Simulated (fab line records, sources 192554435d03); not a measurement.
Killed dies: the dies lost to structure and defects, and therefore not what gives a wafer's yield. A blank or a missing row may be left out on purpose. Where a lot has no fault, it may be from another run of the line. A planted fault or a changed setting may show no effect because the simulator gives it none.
8D (eight disciplines) problem report, filled in by code    flow n5Finfet    the parts of the form that need people (team, actions taken, sign-off) are left out

## 1. THE PROBLEM
At N5_BEOL_M4_TRENCH_ETCH_37, biasW averages 198.8 W over 2 wafers from 2 lots, while fault-free wafers read 185.1 W, standard deviation 0.55. Measured from the usual mean, that is +25 standard deviations.
The step: etches SiOC in C4F6/O2, target depth 55.555 nm, time 29.2 s.
First observed at day 11 21:30: wafer L435.6, on rieDiel-04. The record holds 18 wafers of 6 lots with a number at this step. Rule for "out", or "out of limits": more than 4 standard deviations from the usual mean. All remaining wafers that have a number are taken as sound.

## 2. WHAT THIS IS AND IS NOT
question                     is                 is not
which readings at this step  biasW, rfVppV      chamberPressureMTorr, drypumpMotorCurrentA, oes_ar_750_au, oes_o_777_au, oesProductAu, showerheadPlenumPTorr, throttleValvePct
which lots                   L435, L437         L422, L426, L432, L441
which wafers of those lots   L435.6, L437.4     L435.4, L435.5, L437.2, L437.3
read on which tools          rieDiel-04         rieDiel-05, rieDiel-06
when                         from day 11 21:30  up to then (11 sound wafers); but 5 sound wafers of L437, L441 came after

## 3. SUSPECTS, AND WHAT RULES EACH OUT
Counting: a tool at a process step up to the reading stays a suspect if it ran every lot that is out. Sound lots after the first of them don't rule it out here, since some wafers of a struck lot are sound.
- rieDiel-05 at N5_BEOL_M4_DESCUM_33 (chemistry O2, time 7 s): kept. It ran every lot that is out, first L435 (day 11 12:19); its last sound lot up to then is L426 (day 9 19:22).
- rieDiel-05 at N5_BEOL_M4_ETCH_77 (etches underlayer in N2/H2, target depth 6.5 nm, time 5.2 s): kept. It ran every lot that is out, first L435 (day 11 12:20); its last sound lot up to then is L426 (day 9 19:24).
- rieDiel-04 at N5_BEOL_M4_VIA_ETCH_34 (etches the open film in C4F6/O2, target depth 69.4 nm, time 65.9 s): kept. It ran every lot that is out, first L435 (day 11 21:24); its last sound lot up to then is L432 (day 11 05:20).
- rieDiel-04 at N5_BEOL_M4_STRIP_36 (strips in N2/H2): kept. It ran every lot that is out, first L435 (day 11 21:28); its last sound lot up to then is L432 (day 11 05:23).
- rieDiel-04 at N5_BEOL_M4_TRENCH_ETCH_37 (etches SiOC in C4F6/O2, target depth 55.555 nm, time 29.2 s): kept. It ran every lot that is out, first L435 (day 11 21:30); its last sound lot up to then is L432 (day 11 05:26). Its own biasW, rfVppV readings are out on those wafers.
- Within rieDiel-05 at N5_BEOL_M4_DESCUM_33: the wafers that are out ran in chambers 1, 2; their sound lot-mates ran in chambers 0, 3.
- Within rieDiel-05 at N5_BEOL_M4_ETCH_77: the wafers that are out ran in chambers 1, 2; their sound lot-mates ran in chambers 0, 3.
- rieDiel-04, N5_BEOL_M4_VIA_ETCH_34: wafers that are out in chamber 3, sound lot-mates in chambers 0, 1, 2.
- rieDiel-04, N5_BEOL_M4_STRIP_36: wafers that are out in chamber 3, sound lot-mates in chambers 0, 1, 2.
- rieDiel-04, N5_BEOL_M4_TRENCH_ETCH_37: wafers that are out in chamber 3, sound lot-mates in chambers 0, 1, 2.
Left after counting: rieDiel-05 at N5_BEOL_M4_DESCUM_33, rieDiel-05 at N5_BEOL_M4_ETCH_77, rieDiel-04 at N5_BEOL_M4_VIA_ETCH_34, rieDiel-04 at N5_BEOL_M4_STRIP_36, rieDiel-04 at N5_BEOL_M4_TRENCH_ETCH_37.

## 4. THE CAUSE (what the simulator had put in)
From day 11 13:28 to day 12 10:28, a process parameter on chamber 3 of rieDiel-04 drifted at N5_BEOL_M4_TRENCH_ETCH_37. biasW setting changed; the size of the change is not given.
This tool is one of the 5 suspects left after counting.

## 5. SEQUENCE OF EFFECTS, ordered by route
One row per reading whose mean, taken over the struck wafers that have a number, lies over 3 standard deviations from the usual. Scope: only readings with a usual standard deviation given in the record; hours: median across lots of the time from each lot's start at the first step in this table that gives one to its start at this step; sigmas: change in usual standard deviations.
hours  step                       reading  usual    on struck wafers  change  sigmas
0      N5_BEOL_M4_TRENCH_ETCH_37  biasW    185.1 W  198.8             +13.8   +25
0      N5_BEOL_M4_TRENCH_ETCH_37  rfVppV   669 V    710               +41     +6.2
It contains these process steps:
- N5_BEOL_M4_TRENCH_ETCH_37: etches SiOC in C4F6/O2, target depth 55.555 nm, time 29.2 s.
Later measuring or inspecting steps at which every struck wafer that the step has a row for has a number for every such reading, and none has moved that far: N5_BEOL_M4_RC_MEAS_101.

## 6. HOW IT WOULD HAVE BEEN CAUGHT EARLIER
In this record the first reading out of limits was taken at day 11 21:30, 8 hours after the fault began at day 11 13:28.
